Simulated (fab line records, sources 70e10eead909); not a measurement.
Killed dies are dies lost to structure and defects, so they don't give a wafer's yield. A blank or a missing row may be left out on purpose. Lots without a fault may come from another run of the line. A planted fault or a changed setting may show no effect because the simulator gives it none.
Which tool did it? | flow nand_harc | 10 lots, 30 wafers sampled, at 5 steps of a route of 1302

WHAT THE GAUGES READ, wafer by wafer
NHARC_P_M0_OVL_MEAS_10: pitch 180 nm.
lot  | measured     | on         | overlay_x_nm (nm) | overlay_y_nm (nm)
L186 | day 7 09:53  | overlay-02 | 0.1 0.3 0.1       | 0.3 0.2 0.1
L191 | day 9 15:43  | overlay-01 | 1.6 1.2 1.6       | 0.3 0.8 0.6
L197 | day 11 23:59 | overlay-02 | -0.4 -0.1 -1.0    | -0.5 -0.8 -0.9
L198 | day 12 05:47 | overlay-02 | -0.2 0.3 0.2      | 1.4 0.5 0.0
L199 | day 12 11:38 | overlay-01 | -1.4 -1.3 -1.2    | 0.5 0.2 -0.2
L201 | day 13 16:28 | overlay-01 | 0.1 0.1 -0.5      | 0.1 -0.3 0.3
L203 | day 14 06:08 | overlay-02 | 0.5 0.0 -0.7      | 0.9 0.5 0.6
L204 | day 15 06:04 | overlay-02 | 0.0 -0.3 0.4      | 0.3 -0.2 -0.2
L205 | day 15 11:05 | overlay-02 | 0.2 -0.5 0.0      | 0.3 0.2 0.2
L206 | day 15 17:38 | overlay-01 | -0.3 -0.7 -0.2    | -0.7 -0.3 -0.3

NHARC_END_SORT_01.
lot  | measured     | on        | defect_limited_yield (%) | killed_at_array | killed_at_other | killed_at_periphery | killed_dies | killed_open | killed_short | sort_bin_2_pct (%) | sort_bin_3_pct (%) | sort_bin_4_pct (%) | sort_n_pass | sort_rim_yield_pct (%) | sort_yield_pct (%)
L186 | day 26 05:13 | prober-02 | 93.1 94.4 95.3           | 42 34 27        | 0 0 0           | 5 4 5               | 47 38 32    | 2 5 3       | 6 3 1        | 2.2 1.0 1.2        | 0.3 0.3 0.4        | 4.4 4.3 3.1        | 630 639 645 | 97 97 93               | 93.1 94.4 95.3
L191 | day 27 23:35 | prober-02 | 86.6 88.2 84.6           | 84 73 99        | 1 1 0           | 6 6 5               | 91 80 104   | 5 3 5       | 2 4 2        | 4.4 4.6 6.4        | 0.7 1.2 0.9        | 8.3 6.1 8.1        | 586 597 573 | 95 92 89               | 86.6 88.2 84.6
L197 | day 30 17:14 | prober-01 | 88.5 88.3 88.0           | 74 76 75        | 0 1 2           | 4 2 4               | 78 79 81    | 3 2 8       | 2 4 1        | 3.0 4.0 4.6        | 1.8 1.6 0.6        | 6.8 6.1 6.8        | 599 598 596 | 85 90 81               | 88.5 88.3 88.0
L198 | day 30 15:37 | prober-02 | 94.4 94.5 94.8           | 34 34 28        | 0 0 0           | 4 3 7               | 38 37 35    | 5 4 6       | 3 4 0        | 1.9 1.0 1.3        | 0.1 0 0.1          | 3.5 4.4 3.7        | 639 640 642 | 90 97 92               | 94.4 94.5 94.8
L199 | day 31 19:52 | prober-01 | 86.9 90.5 86.9           | 85 60 80        | 0 0 0           | 4 4 9               | 89 64 89    | 3 3 4       | 3 0 2        | 4.1 3.7 5.0        | 0.9 0.6 0.7        | 8.1 5.2 7.4        | 588 613 588 | 92 85 94               | 86.9 90.5 86.9
L201 | day 32 18:35 | prober-01 | 92.8 91.7 92.2           | 40 51 45        | 0 1 0           | 9 4 8               | 49 56 53    | 5 5 4       | 2 1 3        | 2.4 3.8 2.1        | 0.3 0.9 0.6        | 4.6 3.5 5.2        | 628 621 624 | 85 92 86               | 92.8 91.7 92.2
L203 | day 33 02:23 | prober-01 | 89.5 89.4 91.1           | 66 65 54        | 0 0 0           | 5 7 6               | 71 72 60    | 5 1 4       | 4 4 4        | 2.7 3.4 3.8        | 0.4 1.3 0.7        | 7.4 5.9 4.3        | 606 605 617 | 91 93 88               | 89.5 89.4 91.1
L204 | day 33 07:29 | prober-02 | 89.7 89.8 94.4           | 67 66 33        | 0 0 0           | 3 3 5               | 70 69 38    | 4 3 4       | 3 4 2        | 3.7 2.2 2.5        | 1.0 0.7 0.1        | 5.6 7.2 3.0        | 607 608 639 | 88 89 88               | 89.7 89.8 94.4
L205 | day 34 06:12 | prober-02 | 94.2 90.3 92.3           | 36 62 50        | 0 3 1           | 3 1 1               | 39 66 52    | 2 1 2       | 2 2 3        | 2.1 4.3 2.2        | 0.6 0.9 0.7        | 3.1 4.6 4.7        | 638 611 625 | 91 98 91               | 94.2 90.3 92.3
L206 | day 34 07:01 | prober-01 | 90.4 91.1 91.7           | 61 55 53        | 2 3 1           | 2 2 2               | 65 60 56    | 2 1 3       | 3 1 4        | 3.7 3.5 3.1        | 0.3 0.7 0.9        | 5.6 4.6 4.3        | 612 617 621 | 91 90 92               | 90.4 91.1 91.7

WHICH TOOL RAN EACH LOT (tool, then ch and the chambers of the sampled wafers, then the start)
lot  | NHARC_P_CONTACT_ETCH_31                       | NHARC_P_M0_DESCUM_14               | NHARC_P_M0_ETCH_34
L186 | rie_diel-11 ch 0,1, day 7 09:53 or earlier    | rie_diel-13 ch 2,3, day 7 09:59    | rie_diel-13 ch 0,3, day 7 10:04
L191 | rie_diel-11 ch 0,3, day 9 15:43 or earlier    | rie_diel-13 ch 2,3, day 9 15:49    | rie_diel-13 ch 0,2,3, day 9 15:54
L197 | rie_diel-10 ch 1,2,3, day 11 23:59 or earlier | rie_diel-13 ch 1,2, day 12 00:05   | rie_diel-13 ch 0,1, day 12 00:10
L198 | rie_diel-10 ch 1,2,3, day 12 05:47 or earlier | rie_diel-13 ch 0,2,3, day 12 05:53 | rie_diel-13 ch 1,2,3, day 12 05:58
L199 | rie_diel-11 ch 0,1, day 12 11:38 or earlier   | rie_diel-04 ch 0,3, day 12 11:45   | rie_diel-04 ch 0,2,3, day 12 11:50
L201 | rie_diel-06 ch 0,1,2, day 13 16:28 or earlier | rie_diel-13 ch 1,2,3, day 13 16:33 | rie_diel-13 ch 0,2,3, day 13 16:38
L203 | rie_diel-10 ch 0,2, day 14 06:08 or earlier   | rie_diel-08 ch 0,1,3, day 14 06:15 | rie_diel-08 ch 0,3, day 14 06:19
L204 | rie_diel-10 ch 0,1,3, day 15 06:04 or earlier | rie_diel-04 ch 1,2,3, day 15 06:10 | rie_diel-04 ch 0,1,3, day 15 06:14
L205 | rie_diel-06 ch 0,1,2, day 15 11:05 or earlier | rie_diel-08 ch 1,2,3, day 15 11:12 | rie_diel-08 ch 0,2,3, day 15 11:16
L206 | rie_diel-06 ch 0,3, day 15 17:38 or earlier   | rie_diel-08 ch 0,2,3, day 15 17:44 | rie_diel-08 ch 1,2,3, day 15 17:49
- NHARC_P_CONTACT_ETCH_31: etches the open film in CH3F/O2, target depth 30 nm, time 85.7 s.
- NHARC_P_M0_DESCUM_14: chemistry O2, time 3 s.
- NHARC_P_M0_ETCH_34: etches the open film in N2/H2, target depth 40 nm, overetch 12 nm, time 43.94 s.

WHAT THE TOOLS THEMSELVES READ (means of the sampled wafers that have a number; where no wafer has one, the mark that the record gives instead)
NHARC_P_CONTACT_ETCH_31.
lot  | tool        | drypump_motor_current_A (A) | mfc_ar_sccm (sccm) | oes_product_au (a.u.) | rf_vpp_V (V) | showerhead_plenum_p_Torr (Torr) | throttle_valve_pct (%)
L186 | rie_diel-11 | 5.1                         | 200.0              | 0.982                 | 242.4        | 2.34                            | 20.660
L191 | rie_diel-11 | 5.6                         | 200.0              | 0.990                 | 244.5        | 2.45                            | 20.659
L197 | rie_diel-10 | 5.5                         | 199.8              | 0.990                 | 244.1        | 2.44                            | 20.665
L198 | rie_diel-10 | 5.5                         | 199.7              | 0.993                 | 243.6        | 2.44                            | 20.654
L199 | rie_diel-11 | 5.1                         | 199.4              | 0.995                 | 243.3        | 2.38                            | 20.672
L201 | rie_diel-06 | 5.6                         | 199.9              | 0.960                 | 245.2        | 2.53                            | 20.658
L203 | rie_diel-10 | 5.7                         | 200.0              | 0.968                 | 244.7        | 2.46                            | 20.656
L204 | rie_diel-10 | 5.4                         | 200.0              | 0.978                 | 245.4        | 2.47                            | 20.658
L205 | rie_diel-06 | 5.6                         | 200.4              | 0.959                 | 244.9        | 2.53                            | 20.660
L206 | rie_diel-06 | 5.4                         | 200.1              | 0.985                 | 243.1        | 2.38                            | 20.664

NHARC_P_M0_DESCUM_14.
lot  | tool        | drypump_motor_current_A (A) | mfc_ar_sccm (sccm) | oes_product_au (a.u.) | rf_vpp_V (V) | showerhead_plenum_p_Torr (Torr) | throttle_valve_pct (%)
L186 | rie_diel-13 | 6.0                         | 0.002              | 1.007                 | 57.7         | 1.88                            | 11.306
L191 | rie_diel-13 | 6.1                         | 0.004              | 1.001                 | 56.4         | 1.85                            | 11.307
L197 | rie_diel-13 | 6.2                         | 0.006              | 0.990                 | 56.7         | 1.83                            | 11.304
L198 | rie_diel-13 | 5.8                         | 0.002              | 0.998                 | 57.5         | 1.83                            | 11.311
L199 | rie_diel-04 | 5.2                         | 0.000              | 0.993                 | 58.4         | 2.02                            | 11.310
L201 | rie_diel-13 | 6.1                         | 0.004              | 0.995                 | 57.9         | 1.85                            | 11.316
L203 | rie_diel-08 | 5.7                         | 0.009              | 0.998                 | 58.2         | 1.87                            | 11.312
L204 | rie_diel-04 | 5.7                         | 0.023              | 0.997                 | 58.1         | 1.90                            | 11.313
L205 | rie_diel-08 | 5.8                         | 0.007              | 0.996                 | 58.0         | 1.90                            | 11.301
L206 | rie_diel-08 | 5.6                         | 0.012              | 1.002                 | 57.9         | 1.85                            | 11.312

NHARC_P_M0_ETCH_34.
lot  | tool        | drypump_motor_current_A (A) | mfc_ar_sccm (sccm) | n2_flow_sccm (sccm) | oes_product_au (a.u.) | rf_vpp_V (V) | showerhead_plenum_p_Torr (Torr) | throttle_valve_pct (%)
L186 | rie_diel-13 | 5.5                         | 0.000              | 149.6               | 1.006                 | 427.4        | 1.93                            | 14.165
L191 | rie_diel-13 | 5.8                         | 0.002              | 150.2               | 0.955                 | 429.0        | 1.95                            | 14.166
L197 | rie_diel-13 | 5.9                         | 0.004              | 150.1               | 0.994                 | 427.5        | 1.93                            | 14.173
L198 | rie_diel-13 | 6.1                         | 0.004              | 150.1               | 1.001                 | 428.0        | 1.97                            | 14.171
L199 | rie_diel-04 | 5.6                         | 0.014              | 149.8               | 0.998                 | 430.9        | 2.09                            | 14.175
L201 | rie_diel-13 | 5.8                         | 0.002              | 149.6               | 1.002                 | 427.3        | 1.95                            | 14.173
L203 | rie_diel-08 | 5.7                         | 0.007              | 149.4               | 1.005                 | 429.0        | 1.98                            | 14.165
L204 | rie_diel-04 | 5.4                         | 0.008              | 150.2               | 0.998                 | 431.9        | 2.09                            | 14.168
L205 | rie_diel-08 | 5.7                         | 0.012              | 150.1               | 1.003                 | 429.4        | 1.97                            | 14.171
L206 | rie_diel-08 | 5.9                         | 0.007              | 149.8               | 0.994                 | 430.3        | 2.02                            | 14.166

THE ANSWER, worked out from the rows above alone
Rule: what is usual is taken from the lots themselves. Put in order of their means at a reading, lots are off if they are a third of the lots or fewer, leave a main group of 4 or more, and stand apart from it by a gap of 3 or more times the standard deviation of the main group's means; of several such gaps the widest counts. A main group whose means are all the same, to the digits that the tables above print for the reading, isn't used. A lot without any number at a reading at which 4 lots or more have one is off too. The other lots that the step has rows for count as sound. The gauges are gone through in route order, then the tools' own readings, and for those a lot's mean is taken as printed above. The first step at which some lot is off is used, and at that step the reading that is off furthest; a lot without a number counts as furthest.
Off: L191, at NHARC_P_M0_OVL_MEAS_10 (overlay_x_nm). The main group: mean -0.2 nm, standard deviation 0.43.
A tool fits if, at a process step before that reading, it ran every lot that is off, and no sound lot after the first of them. The gauges at NHARC_P_M0_OVL_MEAS_10 aren't tried: what is off there is off at NHARC_P_M0_DESCUM_14 too, on other tools, and a gauge's error can't cause that. NHARC_P_CONTACT_ETCH_31 gives no start for some lots, so the hours and the order of its lots are those of NHARC_P_M0_OVL_MEAS_10. None of those tried fits.

WHAT THE SIMULATOR HAD PUT IN
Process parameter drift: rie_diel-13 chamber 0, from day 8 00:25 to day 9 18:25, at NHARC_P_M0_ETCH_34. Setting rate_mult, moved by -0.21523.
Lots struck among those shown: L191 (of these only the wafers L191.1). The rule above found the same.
